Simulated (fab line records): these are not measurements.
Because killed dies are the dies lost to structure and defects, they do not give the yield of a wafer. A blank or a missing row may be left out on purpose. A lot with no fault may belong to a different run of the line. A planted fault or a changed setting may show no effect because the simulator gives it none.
Split-lot trial ; flow n5_finfet ; 21 wafers read from 7 lots, route of 1938 steps

SPLIT DETAILS
At N5_BEOL_M4_ETCH_64 (etches SOC in N2/H2, target depth 75 nm, overetch 22.5 nm, time 121.9 s), the setting bias_w was moved away from the recipe's 150 W on 4 of the 21 wafers read, by -16.9% to +7.1%. This setting was run at the recipe's value on the other wafers.

Reading taken at the split's own step.

THE READING
rf_vpp_V, in V, at N5_BEOL_M4_ETCH_64 (etches SOC in N2/H2, target depth 75 nm, overetch 22.5 nm, time 121.9 s). Typical for fault-free wafers on this fab line: 524.3 V, with standard deviation 2.6 V.

wafer;tool, chamber at the split;bias_w as run, W;against the recipe;rf_vpp_V, V;against lot-mates on the recipe
L075.1;rie_diel-04, 0;150;recipe;519.6;-
L075.2;rie_diel-04, 3;150;recipe;523.6;-
L075.3;rie_diel-04, 1;150;recipe;523.2;-
L076.4;rie_diel-03, 0;150;recipe;522.4;-
L076.5;rie_diel-03, 2;150;recipe;524.5;-
L076.6;rie_diel-03, 3;150;recipe;527.4;-
L077.1;rie_diel-02, 3;150;recipe;523.3;-
L077.3;rie_diel-02, 0;124.6;-16.9%;462.7;-62.7
L077.6;rie_diel-02, 2;150;recipe;527.5;-
L080.1;rie_diel-02, 3;150;recipe;523.7;-
L080.2;rie_diel-02, 2;150;recipe;525.3;-
L080.5;rie_diel-02, 1;150;recipe;525.2;-
L082.3;rie_diel-03, 0;160.7;+7.1%;546.6;+17.4
L082.4;rie_diel-03, 3;150;recipe;529.2;-
L082.6;rie_diel-03, 3;160.7;+7.1%;553.4;+24.2
L087.1;rie_diel-02, 0;150;recipe;520.7;-
L087.4;rie_diel-02, 1;142.6;-4.9%;507.9;-13.7
L087.5;rie_diel-02, 3;150;recipe;522.5;-
L095.1;rie_diel-02, 0;150;recipe;521.1;-
L095.3;rie_diel-02, 3;150;recipe;522.5;-
L095.6;rie_diel-02, 3;150;recipe;523.6;-

FIT RESULTS
A straight line over all 21 wafers: rf_vpp_V changes by +3.6 V for each +1% of bias_w; r = +0.99; the points scatter about the line by 2.6 V.
The same after taking each lot's own level away (the mean of its wafers on the recipe; 21 wafers): +3.45 V for each +1%; r = +0.99; scatter 2.5 V.
The reading moves by 58 V for the largest change in bias_w, on that fit.
Across the lots, their own levels run from 521.60 to 529.20 V, a range of 2.9 times the standard deviation given above.
Hence the lot-to-lot level has little effect on the slope; both slopes agree.
Check: with one of the wafers moved furthest among these (-16.9%) left out of the fit, the line predicts -48.8 V for it against its lot-mates. It came out at -62.7 V against them.
Tool readings at the split's step, against how far the setting was moved: rf_vpp_V r = +0.99.

THE OTHER SPLITS THESE WAFERS WENT THROUGH
Note: prior to the reading, these wafers also went through further splits. Each is held against what the fit with the lots' levels taken away leaves over:
other split on the same wafers;wafers away from the commonest value;r with rf_vpp_V (lot level and that fit taken away)
N5_BEOL_M1_ETCH_64 bias_w;5;-0.21
N5_BEOL_M2_EXPOSE_08 dose_mj;11;+0.11
N5_BEOL_M2_ETCH_64 time_s;9;-0.04
N5_BEOL_M3_TRENCH_ETCH_37 time_s;5;+0.22

FILE'S OWN FIT
rf_vpp_V changes by +3.53 V for each +1% of bias_w, r = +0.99.
